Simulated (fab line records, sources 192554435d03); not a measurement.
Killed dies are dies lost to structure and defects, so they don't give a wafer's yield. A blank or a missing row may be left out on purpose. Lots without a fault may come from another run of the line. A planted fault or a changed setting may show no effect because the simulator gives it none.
Which tool did it? | flow n5_finfet | 11 lots, 32 wafers sampled, at 5 steps of a route of 1938

WHAT THE GAUGES READ, wafer by wafer
N5_BEOL_M13_CD_MEAS_17: target cd 190 nm.
lot  | measured     | on        | cd_nm (nm)
L781 | day 10 08:24 | cd_sem-03 | 189.2 190.7 188.9
L782 | day 11 03:06 | cd_sem-03 | 191.9 191.3 192.3
L789 | day 12 23:16 | cd_sem-02 | 191.8 189.9
L796 | day 14 14:25 | cd_sem-02 | 193.2 190.4 191.6
L798 | day 15 07:51 | cd_sem-03 | 194.7 191.8 192.6
L799 | day 15 08:14 | cd_sem-01 | 193.2 190.3 188.9
L801 | day 15 15:47 | cd_sem-03 | 190.0 194.5 190.2
L800 | day 15 16:12 | cd_sem-02 | 191.0 192.4 192.4
L802 | day 16 01:56 | cd_sem-03 | 187.9 190.8 189.5
L803 | day 16 12:01 | cd_sem-01 | 190.4 190.9 192.0
L804 | day 16 12:23 | cd_sem-02 | 191.4 187.9 189.1

N5_BEOL_M13_OVL_MEAS_29.
lot  | measured     | on         | M13_OVL (nm)
L781 | day 10 08:53 | overlay-02 | -1 6 4
L782 | day 11 03:28 | overlay-02 | 10 -9 3
L789 | day 12 23:45 | overlay-01 | -2 -2
L796 | day 14 14:54 | overlay-02 | 0 5 -8
L798 | day 15 08:13 | overlay-01 | -3 -1 -2
L799 | day 15 08:36 | overlay-01 | -5 5 -6
L801 | day 15 16:08 | overlay-01 | -1 2 7
L800 | day 15 16:41 | overlay-02 | -8 -1 -5
L802 | day 16 02:17 | overlay-01 | -6 6 -3
L803 | day 16 12:22 | overlay-02 | -2 8 8
L804 | day 16 12:52 | overlay-02 | -3 1 -12

N5_BEOL_M14_THK_MEAS_01.
lot  | measured     | on            | M14_ILD_THK (nm)
L781 | day 10 14:04 | film_metro-01 | 1112 1116 1127
L782 | day 11 09:27 | film_metro-02 | 1101 1106 1129
L789 | day 13 04:14 | film_metro-02 | 1149 1162
L796 | day 14 19:55 | film_metro-01 | 1113 1144 1131
L798 | day 15 11:16 | film_metro-01 | 1103 1129 1120
L799 | day 15 12:13 | film_metro-01 | 1114 1135 1137
L801 | day 15 19:28 | film_metro-01 | 1099 1117 1112
L800 | day 15 20:36 | film_metro-01 | 1109 1112 1101
L802 | day 16 04:54 | film_metro-01 | 1104 1088 1121
L803 | day 16 18:31 | film_metro-01 | 1101 1113 1141
L804 | day 16 18:59 | film_metro-01 | 1124 1139 1123

WHICH TOOL RAN EACH LOT (tool, then ch and the chambers of the sampled wafers, then the start)
lot  | N5_BEOL_M13_SPUTTER_45       | N5_BEOL_M14_ILD_DEP_00
L781 | pvd_sputter-03, day 10 12:41 | pecvd-04 ch 0,2, day 10 13:52
L782 | pvd_sputter-03, day 11 07:20 | pecvd-01 ch 0,1,2, day 11 09:16
L789 | pvd_sputter-01, day 13 02:59 | pecvd-01 ch 1,2, day 13 04:03
L796 | pvd_sputter-02, day 14 18:40 | pecvd-03 ch 0,2, day 14 19:44
L798 | pvd_sputter-01, day 15 09:53 | pecvd-03 ch 0,1, day 15 11:00
L799 | pvd_sputter-02, day 15 10:58 | pecvd-04 ch 0,2, day 15 12:02
L801 | pvd_sputter-01, day 15 17:58 | pecvd-03 ch 0,2, day 15 19:17
L800 | pvd_sputter-02, day 15 19:16 | pecvd-03 ch 0,2, day 15 20:25
L802 | pvd_sputter-02, day 16 03:38 | pecvd-01 ch 0,1, day 16 04:43
L803 | pvd_sputter-03, day 16 17:16 | pecvd-04 ch 1,2, day 16 18:20
L804 | pvd_sputter-03, day 16 17:43 | pecvd-04 ch 0,1,2, day 16 18:48
- N5_BEOL_M13_SPUTTER_45: material Cu, target thk 80 nm, time 13.33 s.
- N5_BEOL_M14_ILD_DEP_00: deposits SiO2 from TEOS/O2, target thk 1119.3 nm, time 237.4 s.

WHAT THE TOOLS THEMSELVES READ (means of the sampled wafers that have a number; where no wafer has one, the mark that the record gives instead)
N5_BEOL_M13_SPUTTER_45.
lot  | tool           | cathode_dc_power_W (W) | chuck_gas_flow_sccm (sccm) | throttle_valve_pct (%)
L781 | pvd_sputter-03 | 25996                  | 1.29                       | 30.4
L782 | pvd_sputter-03 | 26004                  | 1.30                       | 30.3
L789 | pvd_sputter-01 | 25996                  | 1.21                       | 29.5
L796 | pvd_sputter-02 | 25998                  | 1.24                       | 30.0
L798 | pvd_sputter-01 | 25994                  | 1.34                       | 29.1
L799 | pvd_sputter-02 | 25997                  | 1.26                       | 29.6
L801 | pvd_sputter-01 | 26002                  | 1.23                       | 29.1
L800 | pvd_sputter-02 | 26002                  | 1.25                       | 29.9
L802 | pvd_sputter-02 | 25997                  | 1.31                       | 29.6
L803 | pvd_sputter-03 | 25998                  | 1.24                       | 30.1
L804 | pvd_sputter-03 | 26002                  | 1.27                       | 30.3

N5_BEOL_M14_ILD_DEP_00.
lot  | tool     | chamber_pressure_Torr (Torr) | heater_power_w (W) | run_length_s (s) | showerhead_plenum_p_Torr (Torr) | throttle_valve_pct (%)
L781 | pecvd-04 | 6.511                        | 591                | 279.8            | 8.355                           | 18.0
L782 | pecvd-01 | 6.489                        | 529                | 280.1            | 8.411                           | 19.5
L789 | pecvd-01 | 6.495                        | 488                | 294.9            | 8.377                           | 19.1
L796 | pecvd-03 | 6.496                        | 530                | 280.0            | 8.339                           | 18.0
L798 | pecvd-03 | 6.501                        | 560                | 280.8            | 8.341                           | 19.4
L799 | pecvd-04 | 6.509                        | 603                | 279.8            | 8.374                           | 18.4
L801 | pecvd-03 | 6.500                        | 531                | 280.6            | 8.337                           | 18.5
L800 | pecvd-03 | 6.513                        | 563                | 280.6            | 8.351                           | 18.4
L802 | pecvd-01 | 6.514                        | 627                | 280.0            | 8.426                           | 19.9
L803 | pecvd-04 | 6.485                        | 547                | 280.1            | 8.392                           | 19.0
L804 | pecvd-04 | 6.483                        | 545                | 280.1            | 8.373                           | 18.6

THE ANSWER, worked out from the rows above alone
Rule: what is usual is taken from the lots themselves. Put in order of their means at a reading, lots are off if they are a third of the lots or fewer, leave a main group of 4 or more, and stand apart from it by a gap of 3 or more times the standard deviation of the main group's means; of several such gaps the widest counts. A main group whose means are all the same, to the digits that the tables above print for the reading, isn't used. A lot without any number at a reading at which 4 lots or more have one is off too. The other lots that the step has rows for count as sound. The gauges are gone through in route order, then the tools' own readings, and for those a lot's mean is taken as printed above. The first step at which some lot is off is used, and at that step the reading that is off furthest; a lot without a number counts as furthest.
Off: L789, at N5_BEOL_M14_ILD_DEP_00 (run_length_s). The main group: mean 280.2 s, standard deviation 0.33.
A tool fits if, at that step or a process step before it, it ran every lot that is off, and no sound lot after the first of them. None of those tried fits.

WHAT THE SIMULATOR HAD PUT IN
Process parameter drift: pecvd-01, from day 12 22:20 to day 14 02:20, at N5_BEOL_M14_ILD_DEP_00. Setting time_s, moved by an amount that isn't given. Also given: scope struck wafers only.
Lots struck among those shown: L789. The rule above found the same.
